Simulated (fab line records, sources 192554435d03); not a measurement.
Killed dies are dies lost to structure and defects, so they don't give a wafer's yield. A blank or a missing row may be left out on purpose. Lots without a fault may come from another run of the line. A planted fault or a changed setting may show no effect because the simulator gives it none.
Chamber matching | flow n5_finfet | N5_FIN_SAQP_STRIP_70 on rie_diel-06: 4 sister chambers
The step strips in N2/H2. 4 wafers are shown with their chamber, then 7 later ones without.

WAFERS WITH THEIR CHAMBER
wafer  | chamber | throttle_valve_pct (%)
L082.4 | 1       | 18.9
L083.4 | 3       | 18.8
L086.1 | 2       | 19.1
L086.4 | 0       | 19.3

WAFERS WITHOUT THEIR CHAMBER
wafer  | throttle_valve_pct (%)
L086.6 | 19.1
L095.1 | 18.9
L095.2 | 18.9
L095.4 | 19.3
L096.1 | 19.4
L096.2 | 19.1
L096.3 | 18.9

WHICH CHAMBER EACH WENT THROUGH
wafer  | from the rows above | in truth
L086.6 | 2                   | 2
L095.1 | 1                   | 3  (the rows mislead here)
L095.2 | 1                   | 1
L095.4 | 0                   | 0
L096.1 | 0                   | 0
L096.2 | 2                   | 2
L096.3 | 1                   | 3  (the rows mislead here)
Placed correctly: 5 of 7. Can't be placed from these rows: 0. Placed wrongly: 2.
How it was worked out, from the rows above alone: a wafer's distance from a chamber is the root of the sum, over the readings, of the square of ((its reading less the chamber's mean) divided by the reading's scatter). The wafer belongs to the nearest chamber; if the next one is less than 2 further off, it can't be placed. A chamber's mean is the mean of its shown wafers. The scatter: with one shown wafer a chamber, the root of the mean of the squares of how far each hidden wafer lies from its nearest shown one.
